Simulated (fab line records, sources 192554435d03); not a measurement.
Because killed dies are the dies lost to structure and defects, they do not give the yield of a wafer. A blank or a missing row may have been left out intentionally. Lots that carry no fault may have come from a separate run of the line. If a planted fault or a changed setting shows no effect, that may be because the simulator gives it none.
Chamber matching -- flow n5-finfet -- uv-cure-02 running N5_BEOL_M8_CURE_74: 3 sister chambers
The step cures SiCOH lowk, time 240 s. 3 wafers are shown with their chamber, then 8 later ones without.

== WAFERS, EACH WITH ITS CHAMBER ==
wafer,chamber,wafer_temp_C_max
L076.6,2,386.8
L077.4,1,386.2
L081.1,0,387.1

== WAFERS WITHOUT THEIR CHAMBER ==
wafer,wafer_temp_C_max
L081.3,387.1
L081.6,387.6
L086.1,387.1
L086.2,387.5
L086.5,386.8
L090.1,387.2
L090.2,386.8
L090.6,386.9

== EACH ONE'S CHAMBER ==
wafer,from the rows above,in truth
L081.3,can't be placed: 0 or 2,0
L081.6,can't be placed: 0 or 2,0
L086.1,can't be placed: 0 or 2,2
L086.2,can't be placed: 0 or 2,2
L086.5,can't be placed: 2 or 0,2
L090.1,can't be placed: 0 or 2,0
L090.2,can't be placed: 2 or 0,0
L090.6,can't be placed: 2 or 0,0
Correct placement for 0 of the 8. Cannot be placed on the basis of these rows: 8; the candidates contain the true chamber in 8. Wrongly placed: 0.
How it was worked out, from the rows above alone: a wafer's distance from a chamber is the root of the sum, over the readings, of the square of ((its reading less the chamber's mean) divided by the reading's scatter). The wafer belongs to the nearest chamber; if the next one is less than 2 further off, it can't be placed. The mean given for a chamber averages the wafers shown for that chamber. The scatter: with one shown wafer a chamber, the root of the mean of the squares of how far each hidden wafer lies from its nearest shown one.
